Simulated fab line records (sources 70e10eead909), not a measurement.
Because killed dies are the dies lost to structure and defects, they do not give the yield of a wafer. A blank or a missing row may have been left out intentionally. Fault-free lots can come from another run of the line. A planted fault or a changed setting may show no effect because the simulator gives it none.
fab line records ; flow nand-harc
record: lots: 24; wafers: 72; last-day: 24
route steps=1159 shown A_BLC@976 A_M0@1006 A_M1@1036
lots with no fault: from the same line, run without faults
start-h: start of the lot's first displayed wafer, in hours after the record's first day ; wait-h: time in hours since the lot's previous step ; " unchanged from the row above ; L1.1+2: a single row standing in for several wafers ; - no value, or no start given ; * or withheld: withheld ; < > ~ a bound
route shown NAME@n: names a module that has steps shown in the file, with the first one's number in the route ; usual: mean and standard deviation over wafers with no fault ; same: alike in all rows ; chamber/n: place in a boat ; sites: readings site by site ; _std_site: the values' standard deviation ; _edge_site: mean of outer sites minus mean of inner sites ; radius-mm: how far each site lies from the wafer's centre ; mask NAME#n: copy n ; behind: tool/chamber where the wafer was last shaped ; hold: what put the lot on hold/how long, in hours/how the hold closed ; device: names the non-switching transistor (n, p or np) ; end of line: the tests these same wafers got at the end of their route ; a step without rows: its recipe alone ; killed: dies that structure and defects cost at the first sort, which is not the same as the wafer's yield ; map: a wafer's dies, marking killed ones x, the rest . and places with no die _
set.NAME: the setting that was run; set.NAME@STEP: the one run at that earlier step ; model.NAME: the simulator's own value behind a step, which no gauge read
steps of the route over a sample of lots; a table a step, a row a wafer
services: the hour from which a tool's chamber was out of use, counted from the record's first day as start-h (under 0 if before that day), plus the number of hours and why
== steps ==
step: NHARC_A_BLC_INSPECT_12
usual: raw-defect-count: 32/17
lot.wafer;tool;chamber;start-h;wait-h;raw-defect-count
L074.1;defect-inspect-02;-;390.36;0.0;25
L074.4;defect-inspect-02;-;390.36;0.0;27
L074.6;defect-inspect-02;-;390.36;0.0;22
L075.3;defect-inspect-01;-;399.21;0.0;20
L075.4;defect-inspect-01;-;399.21;0.0;28
L075.6;defect-inspect-01;-;399.21;0.0;21
L076.3;defect-inspect-01;-;402.89;0.0;22
L076.5;defect-inspect-01;-;402.89;0.0;21
L076.6;defect-inspect-01;-;402.89;0.0;29
L077.1;defect-inspect-01;-;403.74;0.0;30
L077.3;defect-inspect-01;-;403.74;0.0;25
L077.4;defect-inspect-01;-;403.74;0.0;22
L078.4;defect-inspect-02;-;430.96;0.0;35
L078.5;defect-inspect-02;-;430.96;0.0;23
L078.6;defect-inspect-02;-;430.96;0.0;38
L079.1;defect-inspect-01;-;432.21;0.0;8
L079.5;defect-inspect-01;-;432.21;0.0;12
L079.6;defect-inspect-01;-;432.21;0.0;13
L080.2;defect-inspect-02;-;441.60;0.0;28
L080.3;defect-inspect-02;-;441.60;0.0;24
L080.4;defect-inspect-02;-;441.60;0.0;28
L082.1;defect-inspect-01;-;443.98;0.0;40
L082.4;defect-inspect-01;-;443.98;0.0;40
L082.5;defect-inspect-01;-;443.98;0.0;50
L081.1;defect-inspect-02;-;444.83;0.0;17
L081.5;defect-inspect-02;-;444.83;0.0;10
L081.6;defect-inspect-02;-;444.83;0.0;10
L083.1;defect-inspect-02;-;455.17;0.0;44
L083.3;defect-inspect-02;-;455.17;0.0;54
L083.5;defect-inspect-02;-;455.17;0.0;39
L084.2;defect-inspect-02;-;461.03;0.0;19
L084.3;defect-inspect-02;-;461.03;0.0;8
L084.4;defect-inspect-02;-;461.03;0.0;19
L087.1;defect-inspect-02;-;466.09;0.0;21
L087.2;defect-inspect-02;-;466.09;0.0;14
L087.4;defect-inspect-02;-;466.09;0.0;11
L085.2;defect-inspect-02;-;472.19;0.0;41
L085.3;defect-inspect-02;-;472.19;0.0;45
L085.5;defect-inspect-02;-;472.19;0.0;51
L086.2;defect-inspect-01;-;476.64;0.0;31
L086.5;defect-inspect-01;-;476.64;0.0;34
L086.6;defect-inspect-01;-;476.64;0.0;33
L088.1;defect-inspect-01;-;478.75;0.0;16
L088.2;defect-inspect-01;-;478.75;0.0;13
L088.4;defect-inspect-01;-;478.75;0.0;16
L089.2;defect-inspect-02;-;479.34;0.0;52
L089.4;defect-inspect-02;-;479.34;0.0;53
L089.5;defect-inspect-02;-;479.34;0.0;52
L091.3;defect-inspect-02;-;496.05;0.0;41
L091.5;defect-inspect-02;-;496.05;0.0;23
L091.6;defect-inspect-02;-;496.05;0.0;44
L090.1;defect-inspect-02;-;500.36;0.0;21
L090.3;defect-inspect-02;-;500.36;0.0;31
L090.5;defect-inspect-02;-;500.36;0.0;30
L092.1;defect-inspect-02;-;508.04;0.0;41
L092.3;defect-inspect-02;-;508.04;0.0;58
L092.4;defect-inspect-02;-;508.04;0.0;48
L094.1;defect-inspect-02;-;514.95;0.0;70
L094.2;defect-inspect-02;-;514.95;0.0;48
L094.5;defect-inspect-02;-;514.95;0.0;72
L096.1;defect-inspect-02;-;517.79;0.0;12
L096.4;defect-inspect-02;-;517.79;0.0;13
L096.6;defect-inspect-02;-;517.79;0.0;7
L095.3;defect-inspect-02;-;522.85;0.0;16
L095.5;defect-inspect-02;-;522.85;0.0;12
L095.6;defect-inspect-02;-;522.85;0.0;11
L093.1;defect-inspect-01;-;523.00;0.0;67
L093.4;defect-inspect-01;-;523.00;0.0;72
L093.6;defect-inspect-01;-;523.00;0.0;59
L097.3;defect-inspect-02;-;540.37;0.0;36
L097.4;defect-inspect-02;-;540.37;0.0;48
L097.5;defect-inspect-02;-;540.37;0.0;40
step: NHARC_A_BLC_ETCH_18
recipe: target-depth-a: 9100; c4f8-flow-sccm: 20; o2-flow-sccm: 10; ar-flow-sccm: withheld; rf-w: 600; bias-w: 1500; chemistry: C4F8/O2/Ar
usual: oes-product-au: 0.955/0.019; rf-vpp-V: 975/6.1
lot.wafer;tool;chamber;start-h;wait-h;oes-product-au;rf-hours-counter-h;rf-vpp-V
L074.1;rie-diel-13;0;-;-;0.960;11;981
L074.4;rie-diel-13;1;-;-;0.960;11;972
L074.6;rie-diel-13;3;-;-;0.969;-;973
L075.4;rie-diel-13;0;-;-;0.927;12;980
L075.3;rie-diel-13;1;-;-;0.942;11;973
L075.6;rie-diel-13;1;-;-;0.927;-;972
L076.3;rie-diel-02;2;-;-;0.972;8;967
L076.6;rie-diel-02;0;-;-;0.970;-;987
L076.5;rie-diel-02;1;-;-;0.978;-;970
L077.3;rie-diel-08;1;-;-;0.976;38;975
L077.4;rie-diel-08;3;-;-;0.956;40;969
L077.1;rie-diel-08;0;-;-;0.957;40;970
L078.4;rie-diel-02;2;-;-;0.967;10;968
L078.5;rie-diel-02;1;-;-;0.946;-;969
L078.6;rie-diel-02;2;-;-;0.958;-;970
L079.1;rie-diel-13;1;-;-;0.942;15;973
L079.5;rie-diel-13;1;-;-;0.935;-;974
L079.6;rie-diel-13;2;-;-;0.924;-;973
L080.3;rie-diel-13;1;-;-;0.976;16;973
L080.2;rie-diel-13;0;-;-;0.945;14;980
L080.4;rie-diel-13;1;-;-;0.977;-;972
L082.1;rie-diel-13;2;-;-;0.931;17;972
L082.4;rie-diel-13;1;-;-;0.943;-;973
L082.5;rie-diel-13;2;-;-;0.940;-;971
L081.1;rie-diel-02;0;-;-;0.969;10;986
L081.6;rie-diel-02;3;-;-;0.960;-;968
L081.5;rie-diel-02;0;-;-;0.958;-;987
L083.3;rie-diel-08;2;-;-;0.918;54;983
L083.1;rie-diel-08;3;-;-;0.919;61;968
L083.5;rie-diel-08;1;-;-;0.929;-;976
L084.3;rie-diel-02;1;-;-;0.917;13;970
L084.2;rie-diel-02;2;-;-;0.939;14;970
L084.4;rie-diel-02;3;-;-;0.929;13;968
L087.2;rie-diel-13;2;-;-;0.950;0;971
L087.4;rie-diel-13;0;-;-;0.994;1;983
L087.1;rie-diel-13;1;-;-;0.967;1;972
L085.2;rie-diel-13;2;-;-;0.976;2;970
L085.3;rie-diel-13;0;-;-;0.964;2;980
L085.5;rie-diel-13;3;-;-;0.968;-;973
L086.2;rie-diel-13;1;-;-;0.980;3;973
L086.6;rie-diel-13;2;-;-;0.953;-;971
L086.5;rie-diel-13;3;-;-;0.961;-;974
L088.4;rie-diel-02;2;-;-;0.940;15;970
L088.2;rie-diel-02;3;-;-;0.932;14;969
L088.1;rie-diel-02;0;-;-;0.943;14;986
L089.2;rie-diel-13;2;-;-;0.941;3;971
L089.4;rie-diel-13;1;-;-;0.953;3;974
L089.5;rie-diel-13;2;-;-;0.936;-;971
L091.3;rie-diel-13;2;-;-;0.969;4;970
L091.6;rie-diel-13;1;-;-;0.953;-;972
L091.5;rie-diel-13;2;-;-;0.968;-;972
L090.3;rie-diel-13;0;-;-;0.974;4;981
L090.1;rie-diel-13;1;-;-;0.966;5;973
L090.5;rie-diel-13;1;-;-;0.964;-;972
L092.1;rie-diel-08;2;-;-;0.960;10;981
L092.3;rie-diel-08;3;-;-;0.954;11;988
L092.4;rie-diel-08;1;-;-;0.941;10;975
L094.2;rie-diel-02;0;-;-;0.973;0;987
L094.1;rie-diel-02;3;-;-;0.970;0;968
L094.5;rie-diel-02;0;-;-;0.969;-;985
L096.1;rie-diel-08;2;-;-;0.982;13;981
L096.4;rie-diel-08;1;-;-;0.985;13;975
L096.6;rie-diel-08;3;-;-;0.949;-;988
L095.3;rie-diel-02;3;-;-;0.964;2;968
L095.5;rie-diel-02;2;-;-;0.973;-;971
L095.6;rie-diel-02;3;-;-;0.949;-;969
L093.4;rie-diel-02;0;-;-;0.960;2;987
L093.1;rie-diel-02;1;-;-;0.961;2;969
L093.6;rie-diel-02;0;-;-;0.963;-;986
L097.3;rie-diel-08;1;-;-;0.957;22;975
L097.4;rie-diel-08;2;-;-;0.955;22;980
L097.5;rie-diel-08;0;-;-;0.938;-;969
step: NHARC_A_M0_INSPECT_11
usual: raw-defect-count: 32/17
lot.wafer;tool;chamber;start-h;wait-h;raw-defect-count
L074.1;defect-inspect-01;-;394.45;0.0;24
L074.4;defect-inspect-01;-;394.45;0.0;22
L074.6;defect-inspect-01;-;394.45;0.0;20
L075.3;defect-inspect-01;-;405.63;0.0;20
L075.4;defect-inspect-01;-;405.63;0.0;29
L075.6;defect-inspect-01;-;405.63;0.0;22
L076.3;defect-inspect-02;-;408.76;0.0;21
L076.5;defect-inspect-02;-;408.76;0.0;20
L076.6;defect-inspect-02;-;408.76;0.0;33
L077.1;defect-inspect-02;-;409.17;0.0;32
L077.3;defect-inspect-02;-;409.17;0.0;29
L077.4;defect-inspect-02;-;409.17;0.0;22
L078.4;defect-inspect-02;-;439.45;0.0;32
L078.5;defect-inspect-02;-;439.45;0.0;19
L078.6;defect-inspect-02;-;439.45;0.0;37
L079.1;defect-inspect-02;-;441.07;0.0;14
L079.5;defect-inspect-02;-;441.07;0.0;13
L079.6;defect-inspect-02;-;441.07;0.0;11
L080.2;defect-inspect-01;-;446.33;0.0;30
L080.3;defect-inspect-01;-;446.33;0.0;26
L080.4;defect-inspect-01;-;446.33;0.0;30
L082.1;defect-inspect-01;-;451.76;0.0;38
L082.4;defect-inspect-01;-;451.76;0.0;39
L082.5;defect-inspect-01;-;451.76;0.0;50
L081.1;defect-inspect-01;-;451.93;0.0;15
L081.5;defect-inspect-01;-;451.93;0.0;11
L081.6;defect-inspect-01;-;451.93;0.0;10
L083.1;defect-inspect-01;-;461.04;0.0;48
L083.3;defect-inspect-01;-;461.04;0.0;54
L083.5;defect-inspect-01;-;461.04;0.0;44
L084.2;defect-inspect-01;-;466.89;0.0;25
L084.3;defect-inspect-01;-;466.89;0.0;11
L084.4;defect-inspect-01;-;466.89;0.0;20
L087.1;defect-inspect-01;-;470.20;0.0;21
L087.2;defect-inspect-01;-;470.20;0.0;20
L087.4;defect-inspect-01;-;470.20;0.0;16
L085.2;defect-inspect-02;-;476.26;0.0;42
L085.3;defect-inspect-02;-;476.26;0.0;48
L085.5;defect-inspect-02;-;476.26;0.0;52
L086.2;defect-inspect-02;-;480.77;0.0;34
L086.5;defect-inspect-02;-;480.77;0.0;33
L086.6;defect-inspect-02;-;480.77;0.0;33
L088.1;defect-inspect-02;-;490.98;0.0;16
L088.2;defect-inspect-02;-;490.98;0.0;16
L088.4;defect-inspect-02;-;490.98;0.0;16
L089.2;defect-inspect-01;-;491.38;0.0;56
L089.4;defect-inspect-01;-;491.38;0.0;49
L089.5;defect-inspect-01;-;491.38;0.0;55
L091.3;defect-inspect-02;-;502.14;0.0;35
L091.5;defect-inspect-02;-;502.14;0.0;27
L091.6;defect-inspect-02;-;502.14;0.0;39
L090.1;defect-inspect-02;-;509.08;0.0;21
L090.3;defect-inspect-02;-;509.08;0.0;28
L090.5;defect-inspect-02;-;509.08;0.0;28
L092.1;defect-inspect-01;-;514.76;0.0;42
L092.3;defect-inspect-01;-;514.76;0.0;55
L092.4;defect-inspect-01;-;514.76;0.0;48
L094.1;defect-inspect-02;-;522.52;0.0;71
L094.2;defect-inspect-02;-;522.52;0.0;46
L094.5;defect-inspect-02;-;522.52;0.0;74
L096.1;defect-inspect-02;-;523.61;0.0;12
L096.4;defect-inspect-02;-;523.61;0.0;11
L096.6;defect-inspect-02;-;523.61;0.0;10
L095.3;defect-inspect-01;-;529.17;0.0;21
L095.5;defect-inspect-01;-;529.17;0.0;16
L095.6;defect-inspect-01;-;529.17;0.0;12
L093.1;defect-inspect-02;-;529.56;0.0;65
L093.4;defect-inspect-02;-;529.56;0.0;72
L093.6;defect-inspect-02;-;529.56;0.0;60
L097.3;defect-inspect-02;-;544.56;0.0;31
L097.4;defect-inspect-02;-;544.56;0.0;46
L097.5;defect-inspect-02;-;544.56;0.0;36
step: NHARC_A_M1_CD_MEAS_09
recipe: target-cd-nm: 120; landing-energy-ev: 500
usual: cd-nm: 120.1/0.71
lot.wafer;tool;chamber;start-h;wait-h;cd-nm
L074.1;cd-sem-02;0;398.40;-;121.1
L074.4;cd-sem-02;0;398.40;-;120.1
L074.6;cd-sem-02;0;398.40;-;120.6
L075.3;cd-sem-03;0;409.77;-;120.8
L075.4;cd-sem-03;0;409.77;-;120.8
L075.6;cd-sem-03;0;409.77;-;120.8
L076.3;cd-sem-03;0;412.65;-;120.4
L076.5;cd-sem-03;0;412.65;-;121.1
L076.6;cd-sem-03;0;412.65;-;121.1
L077.1;cd-sem-01;0;413.28;-;121.0
L077.3;cd-sem-01;0;413.28;-;120.6
L077.4;cd-sem-01;0;413.28;-;121.0
L078.4;cd-sem-01;0;443.36;-;119.2
L078.5;cd-sem-01;0;443.36;-;120.4
L078.6;cd-sem-01;0;443.36;-;119.5
L079.1;cd-sem-03;0;444.95;-;119.7
L079.5;cd-sem-03;0;444.95;-;120.1
L079.6;cd-sem-03;0;444.95;-;120.9
L080.2;cd-sem-03;0;450.42;-;120.1
L080.3;cd-sem-03;0;450.42;-;120.1
L080.4;cd-sem-03;0;450.42;-;120.1
L082.1;cd-sem-01;0;455.55;-;118.5
L082.4;cd-sem-01;0;455.55;-;120.5
L082.5;cd-sem-01;0;455.55;-;119.4
L081.1;cd-sem-01;0;455.96;-;120.5
L081.5;cd-sem-01;0;455.96;-;120.6
L081.6;cd-sem-01;0;455.96;-;120.8
L083.1;cd-sem-03;0;465.24;-;120.5
L083.3;cd-sem-03;0;465.24;-;119.7
L083.5;cd-sem-03;0;465.24;-;119.7
L084.2;cd-sem-03;0;470.85;-;120.5
L084.3;cd-sem-03;0;470.85;-;120.5
L084.4;cd-sem-03;0;470.85;-;120.7
L087.1;cd-sem-03;0;474.52;-;121.3
L087.2;cd-sem-03;0;474.52;-;120.7
L087.4;cd-sem-03;0;474.52;-;121.0
L085.2;cd-sem-02;0;480.40;-;119.3
L085.3;cd-sem-02;0;480.40;-;119.9
L085.5;cd-sem-02;0;480.40;-;120.7
L086.2;cd-sem-03;0;485.19;-;120.0
L086.5;cd-sem-03;0;485.19;-;120.3
L086.6;cd-sem-03;0;485.19;-;120.4
L088.1;cd-sem-02;0;495.26;-;119.7
L088.2;cd-sem-02;0;495.26;-;120.3
L088.4;cd-sem-02;0;495.26;-;120.7
L089.2;cd-sem-02;0;495.95;-;118.2
L089.4;cd-sem-02;0;495.95;-;120.6
L089.5;cd-sem-02;0;495.95;-;119.0
L091.3;cd-sem-03;0;506.39;-;119.7
L091.5;cd-sem-03;0;506.39;-;119.8
L091.6;cd-sem-03;0;506.39;-;121.0
L090.1;cd-sem-01;0;512.87;-;119.6
L090.3;cd-sem-01;0;512.87;-;118.9
L090.5;cd-sem-01;0;512.87;-;120.1
L092.1;cd-sem-03;0;518.99;-;121.1
L092.3;cd-sem-03;0;518.99;-;119.4
L092.4;cd-sem-03;0;518.99;-;119.3
L094.1;cd-sem-01;0;526.62;-;119.5
L094.2;cd-sem-01;0;526.62;-;120.3
L094.5;cd-sem-01;0;526.62;-;119.2
L096.1;cd-sem-03;0;527.73;-;118.9
L096.4;cd-sem-03;0;527.73;-;119.5
L096.6;cd-sem-03;0;527.73;-;119.9
L095.3;cd-sem-01;0;533.16;-;120.1
L095.5;cd-sem-01;0;533.16;-;120.1
L095.6;cd-sem-01;0;533.16;-;119.8
L093.1;cd-sem-02;0;533.51;-;119.5
L093.4;cd-sem-02;0;533.51;-;119.9
L093.6;cd-sem-02;0;533.51;-;120.0
L097.3;cd-sem-02;0;548.40;-;120.6
L097.4;cd-sem-02;0;548.40;-;119.7
L097.5;cd-sem-02;0;548.40;-;120.0
step: NHARC_A_M1_ETCH_15
recipe: target-depth-a: 1825; time-s: 91.2; c4f8-flow-sccm: withheld; ar-flow-sccm: 400; rf-w: 600; bias-w: 300; chemistry: C4F8/Ar
usual: oes-product-au: 0.956/0.021; rf-vpp-V: 440.4/2.7
lot.wafer;tool;chamber;start-h;wait-h;oes-product-au;rf-hours-counter-h;rf-vpp-V
L074.4;rie-diel-10;3;-;-;0.967;1;443.7
L074.1;rie-diel-10;1;-;-;0.986;1;444.7
L074.6;rie-diel-10;3;-;-;0.967;-;441.4
L075.3;rie-diel-06;3;-;-;0.934;15;436.3
L075.4;rie-diel-06;0;-;-;0.929;14;443.4
L075.6;rie-diel-06;3;-;-;0.935;-;435.4
L076.3;rie-diel-06;1;-;-;0.925;14;437.1
L076.6;rie-diel-06;1;-;-;0.923;-;436.4
L076.5;rie-diel-06;2;-;-;0.913;-;439.4
L077.3;rie-diel-06;1;-;-;0.938;14;435.2
L077.1;rie-diel-06;2;-;-;0.926;14;437.2
L077.4;rie-diel-06;0;-;-;0.938;14;442.7
L078.4;rie-diel-06;0;-;-;0.986;1;442.5
L078.6;rie-diel-06;3;-;-;0.975;-;437.1
L078.5;rie-diel-06;0;-;-;0.965;-;442.3
L079.1;rie-diel-10;0;-;-;0.960;2;442.5
L079.6;rie-diel-10;1;-;-;0.977;-;444.8
L079.5;rie-diel-10;2;-;-;0.973;-;440.0
L080.3;rie-diel-06;2;-;-;0.965;2;438.0
L080.2;rie-diel-06;3;-;-;0.957;2;438.1
L080.4;rie-diel-06;0;-;-;0.977;2;442.5
L082.1;rie-diel-05;0;-;-;0.969;5;442.0
L082.4;rie-diel-05;1;-;-;0.984;5;440.3
L082.5;rie-diel-05;3;-;-;0.974;-;441.4
L081.1;rie-diel-05;1;-;-;0.931;6;439.3
L081.6;rie-diel-05;0;-;-;0.938;-;443.7
L081.5;rie-diel-05;1;-;-;0.920;-;442.2
L083.1;rie-diel-05;3;-;-;1.002;7;440.3
L083.3;rie-diel-05;0;-;-;0.986;6;442.8
L083.5;rie-diel-05;2;-;-;0.970;-;440.0
L084.3;rie-diel-10;0;-;-;0.953;3;442.5
L084.2;rie-diel-10;3;-;-;0.938;3;443.8
L084.4;rie-diel-10;1;-;-;0.959;-;445.6
L087.2;rie-diel-06;0;-;-;0.966;4;444.0
L087.4;rie-diel-06;2;-;-;0.956;4;437.5
L087.1;rie-diel-06;3;-;-;0.966;4;435.4
L085.2;rie-diel-06;3;-;-;0.955;5;437.4
L085.3;rie-diel-06;0;-;-;0.968;5;444.1
L085.5;rie-diel-06;2;-;-;0.957;-;438.2
L086.2;rie-diel-05;0;-;-;0.935;8;444.0
L086.5;rie-diel-05;0;-;-;0.941;-;442.8
L086.6;rie-diel-05;1;-;-;0.935;-;440.9
L088.1;rie-diel-05;2;-;-;0.924;9;440.2
L088.4;rie-diel-05;0;-;-;0.926;9;443.7
L088.2;rie-diel-05;1;-;-;0.934;9;439.7
L089.2;rie-diel-06;0;-;-;0.967;7;442.0
L089.4;rie-diel-06;2;-;-;0.977;5;439.1
L089.5;rie-diel-06;1;-;-;0.977;-;435.9
L091.3;rie-diel-05;2;-;-;1.000;10;442.5
L091.6;rie-diel-05;2;-;-;0.999;-;442.3
L091.5;rie-diel-05;3;-;-;0.968;-;441.3
L090.1;rie-diel-05;3;-;-;0.940;11;441.2
L090.3;rie-diel-05;1;-;-;0.943;10;438.1
L090.5;rie-diel-05;3;-;-;0.946;-;440.7
L092.4;rie-diel-10;0;-;-;0.973;3;440.7
L092.3;rie-diel-10;2;-;-;0.970;4;440.8
L092.1;rie-diel-10;3;-;-;0.966;4;442.2
L094.2;rie-diel-05;1;-;-;0.959;0;439.9
L094.1;rie-diel-05;3;-;-;0.949;0;439.4
L094.5;rie-diel-05;1;-;-;0.956;-;439.6
L096.1;rie-diel-05;3;-;-;0.965;0;441.5
L096.4;rie-diel-05;0;-;-;0.979;0;443.8
L096.6;rie-diel-05;1;-;-;0.973;-;439.9
L095.3;rie-diel-05;3;-;-;0.945;1;440.0
L095.5;rie-diel-05;3;-;-;0.945;-;440.8
L095.6;rie-diel-05;0;-;-;0.967;-;444.6
L093.1;rie-diel-05;1;-;-;0.969;1;438.5
L093.4;rie-diel-05;3;-;-;0.957;1;440.3
L093.6;rie-diel-05;1;-;-;0.965;-;440.5
L097.3;rie-diel-06;3;-;-;0.920;10;435.1
L097.4;rie-diel-06;0;-;-;0.921;10;442.1
L097.5;rie-diel-06;2;-;-;0.928;-;439.3
step: NHARC_A_M1_PRE_CLEAN_30
recipe: time-s: 30; temp-c: 280; gas: H2/He
usual: heater-power-w: 412/28
lot.wafer;tool;chamber;start-h;wait-h;heater-power-w
L074.1;pvd-sputter-03;-;-;-;408
L074.4;pvd-sputter-03;-;-;-;440
L074.6;pvd-sputter-03;-;-;-;420
L075.3;pvd-sputter-02;-;-;-;433
L075.4;pvd-sputter-02;-;-;-;410
L075.6;pvd-sputter-02;-;-;-;442
L076.3;pvd-sputter-03;-;-;-;387
L076.6;pvd-sputter-03;-;-;-;393
L076.5;pvd-sputter-03;-;-;-;434
L077.3;pvd-sputter-02;-;-;-;431
L077.1;pvd-sputter-02;-;-;-;408
L077.4;pvd-sputter-02;-;-;-;398
L078.4;pvd-sputter-02;-;-;-;387
L078.5;pvd-sputter-02;-;-;-;409
L078.6;pvd-sputter-02;-;-;-;385
L079.1;pvd-sputter-03;-;-;-;414
L079.5;pvd-sputter-03;-;-;-;385
L079.6;pvd-sputter-03;-;-;-;409
L080.4;pvd-sputter-03;-;-;-;395
L080.2;pvd-sputter-03;-;-;-;445
L080.3;pvd-sputter-03;-;-;-;389
L082.1;pvd-sputter-01;-;-;-;467
L082.4;pvd-sputter-01;-;-;-;436
L082.5;pvd-sputter-01;-;-;-;480
L081.1;pvd-sputter-02;-;-;-;384
L081.6;pvd-sputter-02;-;-;-;422
L081.5;pvd-sputter-02;-;-;-;411
L083.3;pvd-sputter-01;-;-;-;438
L083.1;pvd-sputter-01;-;-;-;408
L083.5;pvd-sputter-01;-;-;-;427
L084.2;pvd-sputter-01;-;-;-;407
L084.4;pvd-sputter-01;-;-;-;358
L084.3;pvd-sputter-01;-;-;-;460
L087.1;pvd-sputter-03;-;-;-;424
L087.4;pvd-sputter-03;-;-;-;406
L087.2;pvd-sputter-03;-;-;-;404
L085.2;pvd-sputter-01;-;-;-;409
L085.3;pvd-sputter-01;-;-;-;348
L085.5;pvd-sputter-01;-;-;-;470
L086.2;pvd-sputter-03;-;-;-;421
L086.6;pvd-sputter-03;-;-;-;396
L086.5;pvd-sputter-03;-;-;-;412
L088.4;pvd-sputter-02;-;-;-;378
L088.2;pvd-sputter-02;-;-;-;425
L088.1;pvd-sputter-02;-;-;-;418
L089.2;pvd-sputter-03;-;-;-;404
L089.4;pvd-sputter-03;-;-;-;413
L089.5;pvd-sputter-03;-;-;-;433
L091.3;pvd-sputter-03;-;-;-;399
L091.5;pvd-sputter-03;-;-;-;417
L091.6;pvd-sputter-03;-;-;-;424
L090.3;pvd-sputter-02;-;-;-;417
L090.1;pvd-sputter-02;-;-;-;408
L090.5;pvd-sputter-02;-;-;-;438
L092.4;pvd-sputter-03;-;-;-;419
L092.3;pvd-sputter-03;-;-;-;383
L092.1;pvd-sputter-03;-;-;-;410
L094.1;pvd-sputter-01;-;-;-;393
L094.2;pvd-sputter-01;-;-;-;489
L094.5;pvd-sputter-01;-;-;-;444
L096.1;pvd-sputter-02;-;-;-;435
L096.4;pvd-sputter-02;-;-;-;407
L096.6;pvd-sputter-02;-;-;-;431
L095.3;pvd-sputter-02;-;-;-;383
L095.6;pvd-sputter-02;-;-;-;429
L095.5;pvd-sputter-02;-;-;-;410
L093.4;pvd-sputter-03;-;-;-;387
L093.1;pvd-sputter-03;-;-;-;397
L093.6;pvd-sputter-03;-;-;-;416
L097.3;pvd-sputter-01;-;-;-;357
L097.4;pvd-sputter-01;-;-;-;486
L097.5;pvd-sputter-01;-;-;-;349
== services ==
tool;chamber;start-h;hours;kind
pvd-sputter-02;-;392.05;10.0;pm
rie-diel-06;0;392.97;1.4;repair
rie-diel-05;2;409.45;5.8;repair
pvd-sputter-01;-;413.62;4.7;repair
rie-diel-05;3;413.96;3.0;repair
rie-diel-13;1;414.47;6.7;repair
pvd-sputter-02;-;416.34;1.0;repair
rie-diel-06;0;417.45;6.4;repair
rie-diel-06;-;418.20;9.0;pm
pvd-sputter-02;-;420.97;1.0;repair
rie-diel-13;0;422.73;16.6;repair
rie-diel-13;3;424.97;9.9;repair
rie-diel-13;3;436.00;10.3;repair
rie-diel-13;-;453.00;9.0;pm
pvd-sputter-03;-;458.00;10.0;pm
rie-diel-06;-;476.07;0.1;repair
rie-diel-06;0;500.13;7.5;repair
rie-diel-02;-;504.70;9.0;pm
pvd-sputter-02;-;508.30;4.1;repair
rie-diel-05;0;511.62;15.7;repair
pvd-sputter-01;-;514.02;10.0;pm
rie-diel-05;-;517.29;0.2;repair
rie-diel-05;-;517.74;9.0;pm
rie-diel-13;1;523.36;9.7;repair
== key ==
fault none
